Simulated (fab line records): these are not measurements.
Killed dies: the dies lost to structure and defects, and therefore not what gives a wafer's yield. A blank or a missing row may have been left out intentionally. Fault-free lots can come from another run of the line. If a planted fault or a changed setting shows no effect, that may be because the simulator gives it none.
Which of the tools did it? :: flow nandHarc :: Sampling: 12 lots, 36 wafers, 2 of 1159 route steps

## WHAT THE GAUGES SHOWED, per wafer
NHARC_P_STI_INSPECT_25.
lot: L075
measured: day 4 01:23
on: defectInspect-01
rawDefectCount: 157 125 131

lot: L077
measured: day 4 13:50
on: defectInspect-02
rawDefectCount: 315 181 114

lot: L079
measured: day 4 18:28
on: defectInspect-01
rawDefectCount: 441 293 289

lot: L081
measured: day 5 12:58
on: defectInspect-02
rawDefectCount: 279 290 346

lot: L083
measured: day 5 20:21
on: defectInspect-01
rawDefectCount: 205 142 108

lot: L085
measured: day 6 21:55
on: defectInspect-01
rawDefectCount: 225 210 206

lot: L087
measured: day 6 21:54
on: defectInspect-01
rawDefectCount: 225 335 378

lot: L089
measured: day 7 05:54
on: defectInspect-02
rawDefectCount: 260 200 316

lot: L091
measured: day 7 16:57
on: defectInspect-01
rawDefectCount: 248 170 176

lot: L093
measured: day 8 18:13
on: defectInspect-02
rawDefectCount: 323 385 423

lot: L095
measured: day 9 00:02
on: defectInspect-01
rawDefectCount: 158 226 210

lot: L097
measured: day 9 06:33
on: defectInspect-02
rawDefectCount: 178 137 225

## TOOL THAT RAN EACH LOT (tool first, then ch and the chambers of the sampled wafers, then the start)
lot: L075
NHARC_P_ZERO_WELL_DESCUM_54: rieDiel-03 ch 0,3, day 2 00:05

lot: L077
NHARC_P_ZERO_WELL_DESCUM_54: rieDiel-11 ch 0,1,2, day 2 11:58

lot: L079
NHARC_P_ZERO_WELL_DESCUM_54: rieDiel-11 ch 0,2,3, day 3 00:05

lot: L081
NHARC_P_ZERO_WELL_DESCUM_54: rieDiel-11 ch 2,3, day 3 11:56

lot: L083
NHARC_P_ZERO_WELL_DESCUM_54: rieDiel-11 ch 1,3, day 3 23:55

lot: L085
NHARC_P_ZERO_WELL_DESCUM_54: rieDiel-10 ch 0,1,2, day 4 11:51

lot: L087
NHARC_P_ZERO_WELL_DESCUM_54: rieDiel-11 ch 1,2,3, day 4 23:48

lot: L089
NHARC_P_ZERO_WELL_DESCUM_54: rieDiel-10 ch 1,2, day 5 12:04

lot: L091
NHARC_P_ZERO_WELL_DESCUM_54: rieDiel-11 ch 0,2, day 5 23:57

lot: L093
NHARC_P_ZERO_WELL_DESCUM_54: rieDiel-10 ch 0,3, day 6 12:10

lot: L095
NHARC_P_ZERO_WELL_DESCUM_54: rieDiel-10 ch 0,1,2, day 7 00:04

lot: L097
NHARC_P_ZERO_WELL_DESCUM_54: rieDiel-10 ch 1,2,3, day 7 11:50
- NHARC_P_ZERO_WELL_DESCUM_54: chemistry O2, time 3 s.

## THE ANSWER, worked out from the rows above alone
Rule: the lots themselves supply what counts as usual. Put in order of their means at a reading, lots are off if they are a third of the lots or fewer, leave a main group of 4 or more, and stand apart from it by a gap of 3 or more times the standard deviation of the main group's means; of several such gaps the widest counts. A main group whose means are all the same, to the digits that the tables above print for the reading, isn't used. A lot without any number at a reading at which 4 lots or more have one is off too. The other lots that the step has rows for count as sound.
No lot is off on any of the readings shown, so nothing can be concluded from this.

## WHAT THE SIMULATOR PUT IN
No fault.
